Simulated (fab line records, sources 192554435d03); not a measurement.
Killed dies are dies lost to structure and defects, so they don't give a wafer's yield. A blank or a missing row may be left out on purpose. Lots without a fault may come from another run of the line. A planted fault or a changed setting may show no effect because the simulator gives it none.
Which tool did it? | flow n5_finfet | 11 lots, 33 wafers sampled, at 3 steps of a route of 1938

WHAT THE GAUGES READ, wafer by wafer
N5_PASSIVATION_OVL_MEAS_60. Usual: TV_OVL 1 nm, standard deviation 3.9.
lot  | measured     | on         | TV_OVL (nm) | flag
L454 | day 12 16:52 | overlay-01 | 4 -3 4      |
L457 | day 12 17:50 | overlay-01 | 2 -4 0      |
L456 | day 12 21:08 | overlay-02 | -2 2 0      |
L459 | day 13 16:42 | overlay-01 | 2 3 0       |
L460 | day 13 14:10 | overlay-02 | 2 -4 0      |
L458 | day 13 16:24 | overlay-01 | 6 7 -4      |
L466 | day 15 08:55 | overlay-02 | 2 4 6       |
L471 | day 17 03:08 | overlay-02 | -1 7 -1     |
L474 | day 17 12:57 | overlay-02 | 1 1 3       |
L476 | day 17 22:46 | overlay-02 | -5 -3 -8    |
L477 | day 18 03:48 | overlay-02 | 1 3 4       |

WHICH TOOL RAN EACH LOT (tool, then ch and the chambers of the sampled wafers, then the start)
lot  | N5_BEOL_M11_ALD_74                  | N5_PASSIVATION_PECVD_01
L454 | ald_metal-02 ch 1,2,3, day 11 05:02 | pecvd-03 ch 0,1,2, day 12 15:29
L457 | ald_metal-03 ch 0,2,3, day 11 05:19 | pecvd-04 ch 0,2, day 12 15:33
L456 | ald_metal-04 ch 2,3, day 11 06:24   | pecvd-02 ch 0,1, day 12 20:42
L459 | ald_metal-03 ch 0,1,2, day 11 22:41 | pecvd-03 ch 0,1,2, day 13 14:29
L460 | ald_metal-02 ch 2,3, day 12 00:09   | pecvd-02 ch 0,1,2, day 13 13:37
L458 | ald_metal-03 ch 0,1,2, day 12 00:23 | pecvd-02 ch 0,1,2, day 13 14:01
L466 | ald_metal-03 ch 0,2,3, day 13 06:25 | pecvd-02 ch 0,1,2, day 15 07:35
L471 | ald_metal-02 ch 0,1,2, day 15 06:17 | pecvd-03 ch 1,2, day 17 00:16
L474 | ald_metal-03 ch 0,3, day 16 01:28   | pecvd-03 ch 0,2, day 17 11:41
L476 | ald_metal-04 ch 1,2,3, day 16 13:08 | pecvd-04 ch 0,2, day 17 22:16
L477 | ald_metal-03 ch 0,1,2, day 16 21:41 | pecvd-04 ch 2, day 18 02:43
- N5_BEOL_M11_ALD_74: deposits TaN, target thk 2 nm, pulse time 2 s, purge time 3 s.
- N5_PASSIVATION_PECVD_01: deposits SiNx from SiH4/NH3/N2, target thk 200 nm, time 43.2 s.

WHAT THE TOOLS THEMSELVES READ (means of the sampled wafers that have a number; where no wafer has one, the mark that the record gives instead)
N5_BEOL_M11_ALD_74. Usual: heater_power_w 447 W, standard deviation 46; precursor_vessel_temp_c 75.02 C, standard deviation 0.13.
lot  | tool         | heater_power_w (W) | precursor_vessel_temp_c (C) | flag
L454 | ald_metal-02 | 432                | 75.02                       |
L457 | ald_metal-03 | 460                | 74.94                       |
L456 | ald_metal-04 | 475                | 74.98                       |
L459 | ald_metal-03 | 453                | 75.08                       |
L460 | ald_metal-02 | 406                | 75.11                       |
L458 | ald_metal-03 | 451                | 74.99                       |
L466 | ald_metal-03 | 451                | 75.05                       |
L471 | ald_metal-02 | 459                | 75.06                       |
L474 | ald_metal-03 | 465                | 75.02                       |
L476 | ald_metal-04 | 468                | 75.03                       |
L477 | ald_metal-03 | 419                | 75.05                       |

N5_PASSIVATION_PECVD_01. Usual: heater_power_w 362 W, standard deviation 86; showerhead_plenum_p_Torr 8.70 Torr, standard deviation 0.043; throttle_valve_pct 29.1 %, standard deviation 1.9.
lot  | tool     | heater_power_w (W) | showerhead_plenum_p_Torr (Torr) | throttle_valve_pct (%) | flag
L454 | pecvd-03 | 297                | 8.73                            | 29.0                   |
L457 | pecvd-04 | 403                | 8.65                            | 30.2                   |
L456 | pecvd-02 | 449                | 8.74                            | 30.4                   |
L459 | pecvd-03 | 322                | 8.73                            | 29.2                   |
L460 | pecvd-02 | 380                | 8.70                            | 28.8                   |
L458 | pecvd-02 | 348                | 8.70                            | 28.6                   |
L466 | pecvd-02 | 394                | 8.70                            | 28.9                   |
L471 | pecvd-03 | 318                | 8.74                            | 27.9                   |
L474 | pecvd-03 | 308                | 8.74                            | 28.4                   |
L476 | pecvd-04 | 370                | 8.65                            | 30.4                   |
L477 | pecvd-04 | 424                | 8.68                            | 28.6                   |

THE ANSWER, worked out from the rows above alone
Rule: a lot is off if the mean of its wafers that have a number lies more than 3 standard deviations from the usual mean. A lot without any number at a reading at which 4 lots or more have one is off too. The other lots that the step has rows for count as sound. The gauges are gone through in route order, then the tools' own readings, and for those a lot's mean is taken as printed above. The first step at which some lot is off is used, and at that step the reading that is off furthest; a lot without a number counts as furthest.
No lot is off at any reading shown: from this, nothing can be told.

WHAT THE SIMULATOR HAD PUT IN
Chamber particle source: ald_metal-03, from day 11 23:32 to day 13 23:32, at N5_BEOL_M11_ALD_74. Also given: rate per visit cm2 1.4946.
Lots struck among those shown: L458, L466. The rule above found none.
